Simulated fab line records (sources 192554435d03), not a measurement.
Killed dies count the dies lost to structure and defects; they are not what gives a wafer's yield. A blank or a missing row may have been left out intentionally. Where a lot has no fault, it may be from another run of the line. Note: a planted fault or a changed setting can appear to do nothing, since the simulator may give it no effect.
Chamber matching || flow n5-finfet || N5_DUMMY_GATE_TRIM_49 on rie-si-03 has 4 sister chambers
The step chemistry O2, time 29 s, target cd 14 nm. 4 wafers are shown with their chamber, then 8 later ones without.

WAFERS WITH THEIR CHAMBER
{"wafer": "L080.4", "chamber": 2, "drypump-motor-current-A (A)": 5.8}
{"wafer": "L086.1", "chamber": 1, "drypump-motor-current-A (A)": 6.5}
{"wafer": "L086.3", "chamber": 0, "drypump-motor-current-A (A)": 5.6}
{"wafer": "L093.3", "chamber": 3, "drypump-motor-current-A (A)": 6.1}

WAFERS WHOSE CHAMBER IS MISSING
{"wafer": "L093.4", "drypump-motor-current-A (A)": 5.8}
{"wafer": "L093.6", "drypump-motor-current-A (A)": 5.8}
{"wafer": "L094.1", "drypump-motor-current-A (A)": 5.5}
{"wafer": "L094.5", "drypump-motor-current-A (A)": 5.8}
{"wafer": "L094.6", "drypump-motor-current-A (A)": 6.5}
{"wafer": "L097.1", "drypump-motor-current-A (A)": 5.8}
{"wafer": "L097.2", "drypump-motor-current-A (A)": 5.6}
{"wafer": "L097.3", "drypump-motor-current-A (A)": 6.1}

WHICH CHAMBER EACH WENT THROUGH
{"wafer": "L093.4", "from the rows above": 2, "in truth": 2}
{"wafer": "L093.6", "from the rows above": 2, "in truth": 2}
{"wafer": "L094.1", "from the rows above": 0, "in truth": 0}
{"wafer": "L094.5", "from the rows above": 2, "in truth": 2}
{"wafer": "L094.6", "from the rows above": 1, "in truth": 1}
{"wafer": "L097.1", "from the rows above": 2, "in truth": 2}
{"wafer": "L097.2", "from the rows above": 0, "in truth": 0}
{"wafer": "L097.3", "from the rows above": 3, "in truth": 3}
Placed correctly: 8 of 8. Left unplaced by these rows: 0. Placed wrongly: 0.
How it was worked out, from the rows above alone: a wafer's distance from a chamber is the root of the sum, over the readings, of the square of ((its reading less the chamber's mean) divided by the reading's scatter). If the next closest chamber is less than 2 further off than the closest, the wafer can't be placed; otherwise it belongs to the closest. The mean given for a chamber averages the wafers shown for that chamber. The scatter (one wafer shown for each chamber): square how far every hidden wafer sits from the nearest shown wafer, average those squares and take the square root.
